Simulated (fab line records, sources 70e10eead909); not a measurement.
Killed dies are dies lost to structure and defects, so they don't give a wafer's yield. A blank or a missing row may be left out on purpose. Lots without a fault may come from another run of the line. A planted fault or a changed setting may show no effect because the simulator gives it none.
Which tool did it? | flow nand_harc | 13 lots, 39 wafers sampled, at 5 steps of a route of 1159

WHAT THE GAUGES READ, wafer by wafer
NHARC_END_SORT_01.
lot  | measured     | on        | defect_limited_yield (%) | killed_at_array | killed_at_other | killed_at_periphery | killed_dies | killed_open | killed_short | sort_bin_2_pct (%) | sort_bin_3_pct (%) | sort_bin_4_pct (%) | sort_n_pass | sort_rim_yield_pct (%) | sort_yield_pct (%)
L289 | day 21 12:37 | prober-02 | 0 97.0 96.8              | 9 17 18         | 667 0 0         | 1 3 4               | 677 20 22   | 0 3 5       | 2 6 0        | 0.6 1.0 1.0        | 98.67 0.15 0       | 0.7 1.8 2.2        | 0 657 655   | 0 96.2 98.1            | 0 97.0 96.8
L293 | day 21 20:29 | prober-02 | 0 96.5 95.9              | 20 21 24        | 651 0 0         | 6 3 4               | 677 24 28   | 2 1 2       | 1 1 1        | 1.0 1.2 1.5        | 96.45 0 0.30       | 2.5 2.4 2.4        | 0 653 649   | 0 98.1 98.1            | 0 96.5 95.9
L303 | day 24 04:03 | prober-01 | 92.0 91.9 93.2           | 49 54 40        | 0 0 4           | 5 1 2               | 54 55 46    | 2 3 3       | 2 2 2        | 2.5 2.1 1.9        | 0.30 0 0.15        | 5.2 6.1 4.7        | 623 622 631 | 91.5 98.1 96.2         | 92.0 91.9 93.2
L305 | day 24 17:19 | prober-02 | 94.5 94.8 92.3           | 33 32 48        | 1 1 1           | 3 2 3               | 37 35 52    | 6 3 2       | 2 1 4        | 2.1 1.9 2.7        | 0.15 0.30 0.44     | 3.2 3.0 4.6        | 640 642 625 | 94.3 96.2 94.3         | 94.5 94.8 92.3

WHICH TOOL RAN EACH LOT (tool, then ch and the chambers of the sampled wafers, then the start)
lot  | NHARC_A_BONDPAD_CMP_29        | NHARC_THIN_TSV_DEP_47           | NHARC_THIN_TSV_DEGAS_53      | NHARC_THIN_TSV_PVD_24
L286 | cmp-04 ch 1,3, day 18 00:44   | pecvd-03 ch 1,2, day 18 19:47   | pvd_sputter-01, day 18 22:44 | pvd_sputter-01, day 18 23:08
L290 | cmp-04 ch 2,3, day 18 06:18   | pecvd-04 ch 0,2, day 19 00:41   | pvd_sputter-01, day 19 03:41 | pvd_sputter-01, day 19 04:02
L288 | cmp-02 ch 1,2,3, day 18 11:34 | pecvd-03 ch 0,1,2, day 19 09:55 | pvd_sputter-03, day 19 12:51 | pvd_sputter-03, day 19 13:09
L292 | cmp-04 ch 0,1, day 18 12:29   | pecvd-04 ch 0,2, day 19 08:44   | pvd_sputter-02, day 19 11:50 | pvd_sputter-02, day 19 12:11
L291 | cmp-04 ch 1,2,3, day 18 15:14 | pecvd-03 ch 1,2, day 19 12:09   | pvd_sputter-02, day 19 15:01 | pvd_sputter-02, day 19 15:22
L289 | cmp-04 ch 1,2,3, day 18 16:44 | pecvd-04 ch 0,2, day 19 13:12   | pvd_sputter-02, day 19 16:17 | pvd_sputter-02, day 19 16:46
L293 | cmp-04 ch 1,2,3, day 19 18:52 | pecvd-04 ch 1,2, day 20 14:05   | pvd_sputter-02, day 20 17:00 | pvd_sputter-02, day 20 17:18
L301 | cmp-03 ch 1,3, day 21 22:19   | pecvd-04 ch 0,1, day 22 21:28   | pvd_sputter-03, day 23 00:19 | pvd_sputter-03, day 23 00:40
L304 | cmp-03 ch 1,2,3, day 22 15:49 | pecvd-03 ch 0,1,2, day 23 13:16 | pvd_sputter-02, day 23 16:19 | pvd_sputter-02, day 23 16:36
L307 | cmp-04 ch 2,3, day 22 16:13   | pecvd-03 ch 0,1,2, day 23 11:47 | pvd_sputter-02, day 23 14:56 | pvd_sputter-02, day 23 15:21
L303 | cmp-02 ch 1,2,3, day 22 17:01 | pecvd-03 ch 1,2, day 23 14:20   | pvd_sputter-03, day 23 17:14 | pvd_sputter-03, day 23 17:32
L305 | cmp-04 ch 0,1,2, day 22 23:23 | pecvd-02 ch 0,1,2, day 23 18:01 | pvd_sputter-02, day 23 21:34 | pvd_sputter-02, day 23 21:52
L309 | cmp-04 ch 1,2, day 23 19:06   | pecvd-02 ch 0,1, day 24 14:03   | pvd_sputter-01, day 24 16:56 | pvd_sputter-01, day 24 17:16
- NHARC_A_BONDPAD_CMP_29: polishes SiCN, target thk 200 nm.
- NHARC_THIN_TSV_DEP_47: deposits SiO2, target thk 200 nm.
- NHARC_THIN_TSV_DEGAS_53: time 60 s.
- NHARC_THIN_TSV_PVD_24: deposits Al, target thk 800 nm.

WHAT THE TOOLS THEMSELVES READ (means of the sampled wafers that have a number; where no wafer has one, the mark that the record gives instead)
NHARC_A_BONDPAD_CMP_29.
lot  | tool   | motor_current_A (A) | slurry_flow_ml_min
L286 | cmp-04 | 11.8                | 149.8
L290 | cmp-04 | 11.5                | 150.3
L288 | cmp-02 | 12.4                | 150.0
L292 | cmp-04 | 12.7                | 149.9
L291 | cmp-04 | 12.3                | 149.6
L289 | cmp-04 | 12.4                | 149.9
L293 | cmp-04 | 12.2                | 150.2
L301 | cmp-03 | 12.0                | 150.1
L304 | cmp-03 | 12.0                | 149.7
L307 | cmp-04 | 11.5                | 149.9
L303 | cmp-02 | 12.3                | 149.9
L305 | cmp-04 | 12.9                | 149.8
L309 | cmp-04 | 12.8                | 149.8

NHARC_THIN_TSV_DEP_47.
lot  | tool     | showerhead_vpp_V (V) | throttle_valve_pct (%)
L286 | pecvd-03 | 1902                 | 15.7
L290 | pecvd-04 | 1840                 | 15.9
L288 | pecvd-03 | 1877                 | 16.3
L292 | pecvd-04 | 1770                 | 15.8
L291 | pecvd-03 | 1918                 | 15.7
L289 | pecvd-04 | 1856                 | 15.6
L293 | pecvd-04 | 1743                 | 15.5
L301 | pecvd-04 | 1879                 | 15.5
L304 | pecvd-03 | 1884                 | 16.1
L307 | pecvd-03 | 1861                 | 16.2
L303 | pecvd-03 | 1903                 | 15.6
L305 | pecvd-02 | 1851                 | 16.0
L309 | pecvd-02 | 1801                 | 15.6

NHARC_THIN_TSV_DEGAS_53.
lot  | tool           | heater_power_w (W)
L286 | pvd_sputter-01 | 495
L290 | pvd_sputter-01 | 478
L288 | pvd_sputter-03 | 487
L292 | pvd_sputter-02 | 469
L291 | pvd_sputter-02 | 480
L289 | pvd_sputter-02 | 461
L293 | pvd_sputter-02 | 445
L301 | pvd_sputter-03 | 556
L304 | pvd_sputter-02 | 450
L307 | pvd_sputter-02 | 483
L303 | pvd_sputter-03 | 470
L305 | pvd_sputter-02 | 440
L309 | pvd_sputter-01 | 510

THE ANSWER, worked out from the rows above alone
Rule: what is usual is taken from the lots themselves. Put in order of their means at a reading, lots are off if they are a third of the lots or fewer, leave a main group of 4 or more, and stand apart from it by a gap of 3 or more times the standard deviation of the main group's means; of several such gaps the widest counts. A main group whose means are all the same, to the digits that the tables above print for the reading, isn't used. A lot without any number at a reading at which 4 lots or more have one is off too. The other lots that the step has rows for count as sound. The gauges are gone through in route order, then the tools' own readings, and for those a lot's mean is taken as printed above. The first step at which some lot is off is used, and at that step the reading that is off furthest; a lot without a number counts as furthest.
No lot is off at any reading shown: from this, nothing can be told.

WHAT THE SIMULATOR HAD PUT IN
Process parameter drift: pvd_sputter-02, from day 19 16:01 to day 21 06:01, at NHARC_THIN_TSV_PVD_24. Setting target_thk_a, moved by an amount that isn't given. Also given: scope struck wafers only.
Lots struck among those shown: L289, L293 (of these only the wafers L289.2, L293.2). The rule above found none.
